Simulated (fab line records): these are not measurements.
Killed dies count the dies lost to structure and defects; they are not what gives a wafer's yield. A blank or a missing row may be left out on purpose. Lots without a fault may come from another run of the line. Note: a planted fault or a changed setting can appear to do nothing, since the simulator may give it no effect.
Matching of chambers || flow n5-finfet || N5_BEOL_M1_ETCH_77 on rie-diel-06 has 4 sister chambers
The step etches underlayer in N2/H2, target depth 6.5 nm, time 5.2 s. 22 wafers are shown with their chamber, then 11 later ones without.

## WAFERS WITH THEIR CHAMBER
{"wafer": "L076.2", "chamber": 0, "showerhead-plenum-p-Torr (Torr)": 2.66, "throttle-valve-pct (%)": 18.14, "oes-product-au (a.u.)": 0.62}
{"wafer": "L076.3", "chamber": 1, "showerhead-plenum-p-Torr (Torr)": 2.56, "throttle-valve-pct (%)": 17.16, "oes-product-au (a.u.)": 0.73}
{"wafer": "L076.4", "chamber": 2, "showerhead-plenum-p-Torr (Torr)": 2.48, "throttle-valve-pct (%)": 17.78, "oes-product-au (a.u.)": 0.78}
{"wafer": "L080.1", "chamber": 2, "showerhead-plenum-p-Torr (Torr)": 2.48, "throttle-valve-pct (%)": 17.83, "oes-product-au (a.u.)": 0.77}
{"wafer": "L080.2", "chamber": 3, "showerhead-plenum-p-Torr (Torr)": 2.44, "throttle-valve-pct (%)": 18.08, "oes-product-au (a.u.)": 0.63}
{"wafer": "L080.5", "chamber": 1, "showerhead-plenum-p-Torr (Torr)": 2.56, "throttle-valve-pct (%)": 17.16, "oes-product-au (a.u.)": 0.71}
{"wafer": "L082.1", "chamber": 1, "showerhead-plenum-p-Torr (Torr)": 2.56, "throttle-valve-pct (%)": 17.20, "oes-product-au (a.u.)": 0.70}
{"wafer": "L082.4", "chamber": 0, "showerhead-plenum-p-Torr (Torr)": 2.65, "throttle-valve-pct (%)": 18.17, "oes-product-au (a.u.)": 0.61}
{"wafer": "L082.5", "chamber": 0, "showerhead-plenum-p-Torr (Torr)": 2.65, "throttle-valve-pct (%)": 18.14, "oes-product-au (a.u.)": 0.61}
{"wafer": "L083.3", "chamber": 0, "showerhead-plenum-p-Torr (Torr)": 2.65, "throttle-valve-pct (%)": 18.17, "oes-product-au (a.u.)": 0.62}
{"wafer": "L083.5", "chamber": 3, "showerhead-plenum-p-Torr (Torr)": 2.44, "throttle-valve-pct (%)": 18.09, "oes-product-au (a.u.)": 0.62}
{"wafer": "L083.6", "chamber": 2, "showerhead-plenum-p-Torr (Torr)": 2.48, "throttle-valve-pct (%)": 17.84, "oes-product-au (a.u.)": 0.76}
{"wafer": "L086.1", "chamber": 3, "showerhead-plenum-p-Torr (Torr)": 2.44, "throttle-valve-pct (%)": 18.06, "oes-product-au (a.u.)": 0.63}
{"wafer": "L086.2", "chamber": 1, "showerhead-plenum-p-Torr (Torr)": 2.55, "throttle-valve-pct (%)": 17.17, "oes-product-au (a.u.)": 0.70}
{"wafer": "L086.6", "chamber": 3, "showerhead-plenum-p-Torr (Torr)": 2.44, "throttle-valve-pct (%)": 18.09, "oes-product-au (a.u.)": 0.63}
{"wafer": "L088.1", "chamber": 0, "showerhead-plenum-p-Torr (Torr)": 2.65, "throttle-valve-pct (%)": 18.16, "oes-product-au (a.u.)": 0.60}
{"wafer": "L088.2", "chamber": 3, "showerhead-plenum-p-Torr (Torr)": 2.44, "throttle-valve-pct (%)": 18.09, "oes-product-au (a.u.)": 0.61}
{"wafer": "L088.5", "chamber": 0, "showerhead-plenum-p-Torr (Torr)": 2.65, "throttle-valve-pct (%)": 18.17, "oes-product-au (a.u.)": 0.61}
{"wafer": "L090.1", "chamber": 2, "showerhead-plenum-p-Torr (Torr)": 2.47, "throttle-valve-pct (%)": 17.83, "oes-product-au (a.u.)": 0.75}
{"wafer": "L090.4", "chamber": 0, "showerhead-plenum-p-Torr (Torr)": 2.64, "throttle-valve-pct (%)": 18.19, "oes-product-au (a.u.)": 0.60}
{"wafer": "L090.5", "chamber": 1, "showerhead-plenum-p-Torr (Torr)": 2.55, "throttle-valve-pct (%)": 17.23, "oes-product-au (a.u.)": 0.69}
{"wafer": "L089.3", "chamber": 2, "showerhead-plenum-p-Torr (Torr)": 2.47, "throttle-valve-pct (%)": 17.83, "oes-product-au (a.u.)": 0.75}

SIGNATURES (means of the wafers above)
{"reading": "showerhead-plenum-p-Torr", "chamber 0": 2.6500, "chamber 1": 2.5560, "chamber 2": 2.4760, "chamber 3": 2.4400, "scatter within a chamber": 0.00494}
{"reading": "throttle-valve-pct", "chamber 0": 18.1629, "chamber 1": 17.1840, "chamber 2": 17.8220, "chamber 3": 18.0820, "scatter within a chamber": 0.0219}
{"reading": "oes-product-au", "chamber 0": 0.6100, "chamber 1": 0.7060, "chamber 2": 0.7620, "chamber 3": 0.6240, "scatter within a chamber": 0.0114}
Rule: distance of a wafer from a chamber = root of the sum over the readings of ((wafer's reading minus chamber's mean) / reading's scatter) squared. If the next closest chamber is less than 2 further off than the closest, the wafer can't be placed; otherwise it belongs to the closest. The scatter: the root of (the sum of the squares of (reading less its chamber's mean) over the shown wafers, divided by (wafers less chambers)).

## WAFERS WITHOUT THEIR CHAMBER
{"wafer": "L089.5", "showerhead-plenum-p-Torr (Torr)": 2.47, "throttle-valve-pct (%)": 17.85, "oes-product-au (a.u.)": 0.75}
{"wafer": "L089.6", "showerhead-plenum-p-Torr (Torr)": 2.44, "throttle-valve-pct (%)": 18.09, "oes-product-au (a.u.)": 0.61}
{"wafer": "L095.1", "showerhead-plenum-p-Torr (Torr)": 2.55, "throttle-valve-pct (%)": 17.22, "oes-product-au (a.u.)": 0.69}
{"wafer": "L095.5", "showerhead-plenum-p-Torr (Torr)": 2.47, "throttle-valve-pct (%)": 17.84, "oes-product-au (a.u.)": 0.74}
{"wafer": "L095.6", "showerhead-plenum-p-Torr (Torr)": 2.55, "throttle-valve-pct (%)": 17.24, "oes-product-au (a.u.)": 0.68}
{"wafer": "L096.1", "showerhead-plenum-p-Torr (Torr)": 2.64, "throttle-valve-pct (%)": 18.18, "oes-product-au (a.u.)": 0.61}
{"wafer": "L096.2", "showerhead-plenum-p-Torr (Torr)": 2.55, "throttle-valve-pct (%)": 17.23, "oes-product-au (a.u.)": 0.68}
{"wafer": "L096.4", "showerhead-plenum-p-Torr (Torr)": 2.43, "throttle-valve-pct (%)": 18.10, "oes-product-au (a.u.)": 0.60}
{"wafer": "L097.3", "showerhead-plenum-p-Torr (Torr)": 2.64, "throttle-valve-pct (%)": 18.17, "oes-product-au (a.u.)": 0.59}
{"wafer": "L097.4", "showerhead-plenum-p-Torr (Torr)": 2.55, "throttle-valve-pct (%)": 17.24, "oes-product-au (a.u.)": 0.68}
{"wafer": "L097.6", "showerhead-plenum-p-Torr (Torr)": 2.55, "throttle-valve-pct (%)": 17.26, "oes-product-au (a.u.)": 0.69}

## WHICH CHAMBER EACH ONE RAN IN
{"wafer": "L089.5", "from the rows above": 2, "in truth": 2}
{"wafer": "L089.6", "from the rows above": 3, "in truth": 3}
{"wafer": "L095.1", "from the rows above": 1, "in truth": 1}
{"wafer": "L095.5", "from the rows above": 2, "in truth": 2}
{"wafer": "L095.6", "from the rows above": 1, "in truth": 1}
{"wafer": "L096.1", "from the rows above": 0, "in truth": 0}
{"wafer": "L096.2", "from the rows above": 1, "in truth": 1}
{"wafer": "L096.4", "from the rows above": 3, "in truth": 3}
{"wafer": "L097.3", "from the rows above": 0, "in truth": 0}
{"wafer": "L097.4", "from the rows above": 1, "in truth": 1}
{"wafer": "L097.6", "from the rows above": 1, "in truth": 1}
11 of 11 placed correctly. Number that these rows cannot place: 0. 0 placed wrongly.
